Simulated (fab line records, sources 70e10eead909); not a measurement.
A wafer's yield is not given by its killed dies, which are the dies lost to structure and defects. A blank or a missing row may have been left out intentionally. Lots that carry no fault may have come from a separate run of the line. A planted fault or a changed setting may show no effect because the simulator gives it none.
fab line records	flow nandHarc
record lots=13	wafers=39	lastDay=24
route steps=1159 shown A_CONTACT@855 END@1159
lots untouched by any fault: they come from a run of this same line in which no faults occurred
startH: hours from the record's first day to the start of the lot's first wafer shown	waitH: hours since the lot's step before	" the same as in the row above	L1.1+2: several wafers, shown together as one row	- no value present, or no start provided	* or withheld: withheld	< > ~ a bound
route shown NAME@n: NAME is a module with steps in the file, n the number in the route of the first one	usual: average and standard deviation across the fault-free wafers	same: alike in all rows	chamber/n: place in a boat	sites: per-site readings	_std_site: standard deviation of those values	_edge_site: the outer-site mean with the inner-site mean subtracted	radiusMm: for every site, how far away it sits from the centre of the wafer	mask NAME#n: copy n	behind: tool/chamber where the wafer was last shaped	hold: why the lot went on hold/how many hours it stayed there/how the hold came to an end	device: the transistor (n, p or np) that didn't switch	end of line: at the end of the route, the tests of the same wafers	step lacking rows: just its recipe	killed: count of dies lost to structure and defects at first sort (not the wafer's yield)	map: a wafer's dies, marking killed ones x, the rest . and places with no die _
set.NAME: setting as actually run; set.NAME@STEP: the setting as run at that earlier step	model.NAME: the simulator's own value behind a step, which no gauge read
one table for each step of the route and one row for each wafer, over a sample of lots
services: a tool's chamber out of use, with start hour (startH, from the record's first day; less than 0 if before it), hours out, and reason
## steps
# step NHARC_A_CONTACT_OVL_MEAS_43
# usual overlayXNm=0.0/0.81	overlayYNm=-0.2/0.83
lot.wafer	tool	chamber	startH	waitH	overlayXNm	overlayYNm
L960.1	overlay-01	-	367.29	-	1.2	1.3
L960.3	"	-	"	"	0.7	0.3
L960.6	"	-	"	"	0.4	0.8
L964.1	overlay-02	-	378.39	-	-0.2	-0.3
L964.4	"	-	"	"	-0.6	-0.5
L964.6	"	-	"	"	-0.5	-0.7
L961.3	overlay-01	-	378.55	-	-0.2	-0.3
L961.5	"	-	"	"	-0.5	-0.1
L961.6	"	-	"	"	-0.6	-0.7
L962.2	overlay-01	-	383.90	-	0.5	0.2
L962.4	"	-	"	"	0.3	0.4
L962.5	"	-	"	"	0.4	0.3
L966.1	overlay-01	-	384.42	-	-1.1	0.5
L966.2	"	-	"	"	-1.5	0.2
L966.6	"	-	"	"	-1.0	0.2
L965.1	overlay-01	-	388.98	-	0.6	0.2
L965.4	"	-	"	"	-0.1	-0.2
L965.6	"	-	"	"	0.4	0.0
L963.2	overlay-01	-	390.69	-	-0.2	-0.9
L963.4	"	-	"	"	-0.3	-0.9
L963.6	"	-	"	"	-0.3	-1.4
L967.2	overlay-02	-	415.97	-	0.5	-2.3
L967.3	"	-	"	"	-0.2	-2.0
L967.4	"	-	"	"	0.9	-1.5
L972.1	overlay-01	-	461.31	-	2.4	1.5
L972.2	"	-	"	"	2.0	1.8
L972.3	"	-	"	"	2.2	1.5
L981.2	overlay-02	-	475.51	-	-0.5	0.0
L981.5	"	-	"	"	-0.2	-0.4
L981.6	"	-	"	"	-0.4	-0.2
L977.3	overlay-01	-	477.71	-	0.1	-0.6
L977.4	"	-	"	"	-0.5	-1.1
L977.5	"	-	"	"	-0.1	0.1
L980.1	overlay-02	-	479.80	-	0.5	-0.9
L980.2	"	-	"	"	0.8	-1.5
L980.3	"	-	"	"	0.9	-1.2
L979.1	overlay-01	-	487.37	-	-0.6	-1.1
L979.2	"	-	"	"	-0.4	-1.5
L979.5	"	-	"	"	-0.5	-0.8
# step NHARC_A_CONTACT_ETCH_49
# recipe targetDepthA=2600	overEtchFrac=0.3	timeS=475.3	ionEnergyEv=200	n2FlowSccm=150	h2FlowSccm=150	arFlowSccm=0	rfW=400	biasW=150	chemistry=N2/H2
# usual biasW=150.0/0.43	drypumpMotorCurrentA=5.8/0.51	oesProductAu=1.002/0.009	overEtchFrac=0.3/0	rfVppV=431.1/2.4	showerheadPlenumPTorr=2.06/0.084	throttleValvePct=14.171/0.0086
lot.wafer	tool	chamber	startH	waitH	biasW	drypumpMotorCurrentA	oesProductAu	overEtchFrac	rfHoursCounterH	rfVppV	showerheadPlenumPTorr	throttleValvePct
L960.3	rieDiel-05	0	367.67	-	149.7	5.6	1.011	0.3	7	427.8	1.94	14.175
L960.1	"	1	"	"	150.7	5.7	0.999	0.3	5	430.1	2.08	14.171
L960.6	"	3	"	"	150.5	5.5	1.017	0.3	-	432.8	2.11	14.169
L964.4	rieDiel-05	3	378.73	-	149.4	5.5	1.005	0.3	11	432.1	2.11	14.159
L964.1	"	1	"	"	149.9	5.7	0.986	0.3	9	431.6	2.08	14.172
L964.6	"	2	"	"	149.7	5.4	1.002	0.3	-	428.5	2.06	14.175
L961.3	rieDiel-05	3	379.07	-	150.1	5.5	1.002	0.3	11	432.5	2.11	14.176
L961.6	"	1	"	"	149.6	5.7	0.994	0.3	-	432.2	2.08	14.155
L961.5	"	2	"	"	149.7	5.5	1.001	0.3	-	431.0	2.06	14.173
L962.2	rieDiel-07	2	384.18	-	150.6	6.8	1.026	0.3	28	431.8	2.13	14.184
L962.4	"	1	"	"	150.5	6.1	0.997	0.3	30	431.6	2.10	14.163
L962.5	"	3	"	"	150.4	5.1	1.007	0.3	-	434.3	2.18	14.179
L966.2	rieDiel-11	3	384.95	-	149.8	5.4	0.985	0.3	1	431.9	2.12	14.188
L966.1	"	0	"	"	149.6	6.1	1.006	0.3	2	428.6	1.93	14.177
L966.6	"	1	"	"	150.1	5.6	0.998	0.3	-	427.2	1.90	14.160
L965.1	rieDiel-07	2	389.25	-	150.1	6.8	1.014	0.3	29	432.6	2.13	14.159
L965.4	"	3	"	"	150.7	5.0	1.000	0.3	28	432.8	2.18	14.162
L965.6	"	2	"	"	150.2	6.7	1.007	0.3	-	433.5	2.13	14.181
L963.2	rieDiel-07	2	391.00	-	149.8	6.8	1.007	0.3	30	433.3	2.13	14.188
L963.4	"	1	"	"	149.9	6.1	0.985	0.3	31	432.5	2.10	14.164
L963.6	"	3	"	"	149.8	5.0	0.990	0.3	-	434.5	2.18	14.168
L967.4	rieDiel-07	1	416.25	-	150.2	6.1	0.999	0.3	0	431.7	2.10	14.169
L967.2	"	3	"	"	150.8	5.0	0.997	0.3	0	434.1	2.17	14.163
L967.3	"	0	"	"	149.7	6.1	1.023	0.3	0	428.7	2.02	14.159
L972.1	rieDiel-07	3	461.62	-	150.3	5.0	1.016	0.3	6	433.4	2.17	14.186
L972.2	"	0	"	"	150.0	6.0	1.009	0.3	8	430.3	2.01	14.169
L972.3	"	1	"	"	149.4	6.1	0.996	0.27347	9	430.5	2.10	14.161
L981.2	rieDiel-05	0	475.92	-	150.2	5.6	1.010	0.3	47	426.9	1.93	14.176
L981.5	"	1	"	"	150.7	5.7	0.997	0.3	-	432.6	2.07	14.167
L981.6	"	2	"	"	149.4	5.5	1.000	0.3	-	430.0	2.05	14.167
L977.3	rieDiel-11	0	478.01	-	150.0	6.2	1.004	0.3	35	428.3	1.92	14.167
L977.4	"	2	"	"	150.3	6.0	0.995	0.3	38	427.5	1.92	14.167
L977.5	"	0	"	"	149.9	6.1	1.007	0.3	-	427.6	1.92	14.170
L980.2	rieDiel-05	3	480.07	-	149.9	5.5	1.023	0.3	45	431.6	2.10	14.173
L980.1	"	0	"	"	150.2	5.6	1.009	0.3	49	427.8	1.93	14.160
L980.3	"	1	"	"	150.3	5.7	0.998	0.3	47	430.1	2.07	14.161
L979.1	rieDiel-11	2	487.65	-	149.6	5.9	0.994	0.3	41	427.9	1.91	14.194
L979.2	"	3	"	"	149.5	5.4	0.993	0.3	40	431.8	2.11	14.171
L979.5	"	2	"	"	150.4	6.0	0.994	0.3	-	427.7	1.91	14.178
# step NHARC_A_CONTACT_ETCH_111
# recipe sourceW=withheld	pressureMtorr=20	biasV=withheld	timeS=140	targetDepthA=7000	arFlowSccm=withheld	c4f8FlowSccm=withheld	o2FlowSccm=withheld	chemistry=C4F8/O2/Ar
lot.wafer	tool	chamber	startH	waitH	rfHoursCounterH
L960.1	harCapEtch-01	0	368.78	-	50
L960.3	"	0	"	"	-
L960.6	"	1	"	"	-
L964.1	harCapEtch-01	1	379.98	-	52
L964.4	"	1	"	"	-
L964.6	"	1	"	"	-
L961.3	harCapEtch-03	1	380.49	-	-
L961.5	"	1	"	"	-
L961.6	"	0	"	"	-
L962.2	harCapEtch-03	0	385.62	-	87
L962.4	"	1	"	"	-
L962.5	"	0	"	"	-
L966.2	harCapEtch-02	1	386.46	-	10
L966.1	"	0	"	"	10
L966.6	"	0	"	"	-
L965.1	harCapEtch-02	0	390.38	-	11
L965.4	"	0	"	"	-
L965.6	"	1	"	"	-
L963.2	harCapEtch-01	0	392.11	-	55
L963.4	"	0	"	"	-
L963.6	"	0	"	"	-
L967.2	harCapEtch-02	1	417.36	-	15
L967.3	"	0	"	"	-
L967.4	"	1	"	"	-
L972.2	harCapEtch-01	1	462.66	-	66
L972.1	"	0	"	"	66
L972.3	"	1	"	"	-
L981.2	harCapEtch-01	0	477.06	-	69
L981.5	"	0	"	"	-
L981.6	"	1	"	"	-
L977.4	harCapEtch-01	1	479.16	-	-
L977.3	"	0	"	"	-
L977.5	"	1	"	"	-
L980.1	harCapEtch-03	1	481.16	-	104
L980.2	"	0	"	"	104
L980.3	"	1	"	"	-
L979.1	harCapEtch-02	1	488.73	-	29
L979.2	"	0	"	"	29
L979.5	"	1	"	"	-
# step NHARC_A_CONTACT_ETCH_118
# recipe sourceW=withheld	pressureMtorr=20	biasV=3000	timeS=94	targetDepthA=9220	arFlowSccm=withheld	c4f8FlowSccm=withheld	o2FlowSccm=withheld	chemistry=C4F8/O2/Ar
lot.wafer	tool	chamber	startH	waitH	rfHoursCounterH
L960.1	harCapEtch-01	0	369.53	0.1	51
L960.3	"	0	"	"	-
L960.6	"	1	"	"	-
L964.1	harCapEtch-01	1	380.71	0.1	53
L964.4	"	1	"	"	-
L964.6	"	1	"	"	-
L961.3	harCapEtch-03	1	381.20	0.1	-
L961.5	"	1	"	"	-
L961.6	"	0	"	"	-
L962.2	harCapEtch-03	0	386.37	0.1	87
L962.4	"	1	"	"	-
L962.5	"	0	"	"	-
L966.2	harCapEtch-02	1	387.20	0.1	10
L966.1	"	0	"	"	10
L966.6	"	0	"	"	-
L965.1	harCapEtch-02	0	391.10	0.1	11
L965.4	"	0	"	"	-
L965.6	"	1	"	"	-
L963.2	harCapEtch-01	0	392.84	0.1	56
L963.4	"	0	"	"	-
L963.6	"	0	"	"	-
L967.2	harCapEtch-02	1	418.09	0.1	16
L967.3	"	0	"	"	-
L967.4	"	1	"	"	-
L972.2	harCapEtch-01	1	463.40	0.1	67
L972.1	"	0	"	"	67
L972.3	"	1	"	"	-
L981.2	harCapEtch-01	0	477.80	0.1	70
L981.5	"	0	"	"	-
L981.6	"	1	"	"	-
L977.4	harCapEtch-01	1	479.86	0.1	-
L977.3	"	0	"	"	-
L977.5	"	1	"	"	-
L980.1	harCapEtch-03	1	481.90	0.1	104
L980.2	"	0	"	"	104
L980.3	"	1	"	"	-
L979.1	harCapEtch-02	1	489.48	0.1	29
L979.2	"	0	"	"	29
L979.5	"	1	"	"	-
# step NHARC_END_SORT_01
# recipe tempC=25
# usual killedAtArray=29/11	killedAtOther=0.7/1.1	killedAtPeriphery=3.1/2	killedDies=33/11	killedOpen=3.5/1.8	killedShort=2.0/1.4
# same grossDies=677
lot.wafer	tool	chamber	startH	waitH	killedAtArray	killedAtOther	killedAtPeriphery	killedDies	killedOpen	killedShort
L977.3	prober-01	0	556.05	3.1	49	0	5	54	2	2
L977.4	prober-01	0	556.85	3.4	54	0	1	55	3	2
L977.5	prober-01	0	557.65	3.7	40	4	2	46	3	2
# killed by level:class
L977.3 A_CHANNEL_HOLE_D1:chamberFilmFlake=22 A_SLIT:chamberFilmFlake=15 A_STAIRCASE:chamberFilmFlake=5 A_CONTACT:chamberFilmFlake=5 P_GATE:chamberFilmFlake=3 P_M0:geometricParticle:short=1 P_BONDPAD:geometricParticle:open=1 A_CHANNEL_FILL_D1:geometricParticle:short=1
L977.4 A_CHANNEL_HOLE_D1:chamberFilmFlake=25 A_SLIT:chamberFilmFlake=13 A_CONTACT:chamberFilmFlake=6 A_M0:geometricParticle:short=2 A_STAIRCASE:chamberFilmFlake=2 A_WL_FILL:chamberFilmFlake=2 A_ONON_D1:geometricParticle:open=1 A_WL_FILL:geometricParticle:open=1
L977.5 A_CHANNEL_HOLE_D1:chamberFilmFlake=21 A_SLIT:chamberFilmFlake=10 A_STAIRCASE:chamberFilmFlake=4 THIN_TSV:chamberFilmFlake=3 A_CONTACT:geometricParticle:open=2 P_GATE:chamberFilmFlake=2 A_ONON_D1:geometricParticle:open=1 A_CONTACT:geometricParticle:short=1
## services
tool	chamber	startH	hours	kind
rieDiel-05	0	349.70	-	clean
rieDiel-05	1	349.70	-	clean
rieDiel-05	2	349.70	-	clean
rieDiel-05	3	349.70	-	clean
rieDiel-05	-	352.65	0.9	repair
rieDiel-07	0	360.33	-	clean
rieDiel-07	1	360.33	-	clean
rieDiel-07	2	360.33	-	clean
rieDiel-07	3	360.33	-	clean
rieDiel-11	-	367.18	9.0	pm
harCapEtch-02	-	368.54	2.2	repair
rieDiel-05	0	374.27	-	clean
rieDiel-05	1	374.27	-	clean
rieDiel-05	2	374.27	-	clean
rieDiel-05	3	374.27	-	clean
rieDiel-05	3	381.74	12.5	repair
rieDiel-07	0	384.89	-	clean
rieDiel-07	1	384.89	-	clean
rieDiel-07	-	405.62	9.0	pm
rieDiel-05	1	423.83	4.1	repair
rieDiel-11	1	427.98	3.9	repair
rieDiel-07	3	440.93	18.8	repair
rieDiel-11	0	458.10	3.9	repair
rieDiel-11	-	479.81	0.3	repair
## key
firstSign step=NHARC_A_CONTACT_ETCH_49	reading=overEtchFrac	direction=down	sigmas=99+	usual=0.3	struck=0.27347
effect none on later readings
metAt NHARC_A_CONTACT_ETCH_49
struckLots L972
struckWafers L972.3
testerLeftOut L972
notActingAt NHARC_A_CONTACT_OVL_MEAS_43,NHARC_A_CONTACT_ETCH_111,NHARC_A_CONTACT_ETCH_118
onsetBetween 416.25 461.62
fault kind=processParameterDrift	tool=rieDiel-07	chamber=1	onsetH=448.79	steps=NHARC_A_CONTACT_ETCH_49	channel=overEtchFrac	offset=-0.026534	shape=step	endH=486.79	actsIn=theseRecipesOnly	stated=0.3
# testerLeftOut: of these lots the tester's yield and bins aren't shown, on N5 and GAA mostly nor the transistor test; their killed dies are dies lost to structure and defects alone, not to doping, threshold or leakage, so they don't give the yield
